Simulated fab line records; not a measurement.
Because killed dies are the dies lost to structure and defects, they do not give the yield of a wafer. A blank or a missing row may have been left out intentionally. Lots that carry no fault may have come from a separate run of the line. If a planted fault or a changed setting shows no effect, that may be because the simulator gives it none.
Matching of chambers    flow nand harc    NHARC_A_STAIRCASE_ALD_415 on ald hk-02 has 4 sister chambers
The step deposits SiO2, target thk 30 nm, pulse time 6 s, ald cycles 300. 20 wafers are shown with their chamber, then 10 later ones without.

== WAFERS WITH THEIR CHAMBER ==
wafer   chamber  heater power w (W)  precursor pulse height rel
L074.1  3        477                 1.009
L074.2  0        531                 1.004
L074.5  1        498                 0.968
L075.2  3        465                 1.013
L075.4  2        480                 1.019
L075.5  1        476                 0.979
L076.3  3        489                 0.992
L076.4  1        476                 1.003
L076.5  0        526                 1.008
L080.3  3        471                 1.008
L080.5  1        483                 0.994
L080.6  2        464                 1.015
L084.2  1        485                 0.986
L084.4  0        524                 1.009
L084.6  3        475                 1.025
L085.4  2        476                 1.010
L085.5  0        531                 1.024
L085.6  1        470                 1.005
L092.1  2        492                 0.948
L092.3  3        440                 1.000

SIGNATURES (averages over the wafers above)
reading                     chamber 0  chamber 1  chamber 2  chamber 3  scatter within a chamber
heater power w              528.00     481.33     478.00     469.50     11.9
precursor pulse height rel  1.01125    0.98917    0.99800    1.00783    0.0181
Rule: for a wafer and a chamber, the distance is found by dividing, reading by reading, the gap between the wafer's reading and the chamber's mean by the reading's scatter, squaring, summing and taking the root. If the next closest chamber is less than 2 further off than the closest, the wafer can't be placed; otherwise it belongs to the closest. The scatter: take each reading less its chamber's mean, square it, sum over the shown wafers, divide by the number of wafers less the number of chambers, and take the root.

== WAFERS WHOSE CHAMBER IS MISSING ==
wafer   heater power w (W)  precursor pulse height rel
L092.6  515                 0.987
L093.3  498                 1.005
L093.4  446                 1.038
L093.5  480                 1.007
L096.3  504                 1.025
L096.5  510                 0.994
L096.6  440                 1.030
L097.3  484                 0.991
L097.4  523                 0.997
L097.6  523                 1.002

== WHICH CHAMBER EACH ONE RAN IN ==
wafer   from the rows above                in truth
L092.6  can't be placed: 0 or 1 or 2       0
L093.3  can't be placed: 1 or 2 or 3 or 0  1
L093.4  can't be placed: 3 or 2 or 1       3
L093.5  can't be placed: 2 or 3 or 1       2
L096.3  can't be placed: 0 or 2 or 1 or 3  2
L096.5  can't be placed: 0 or 1 or 2 or 3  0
L096.6  can't be placed: 3 or 2 or 1       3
L097.3  can't be placed: 1 or 2 or 3       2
L097.4  0                                  0
L097.6  0                                  0
Correctly placed: 2 of 10. From these rows, 8 cannot be placed; in 8 the true chamber is one of the candidates. Wrongly placed: 0.
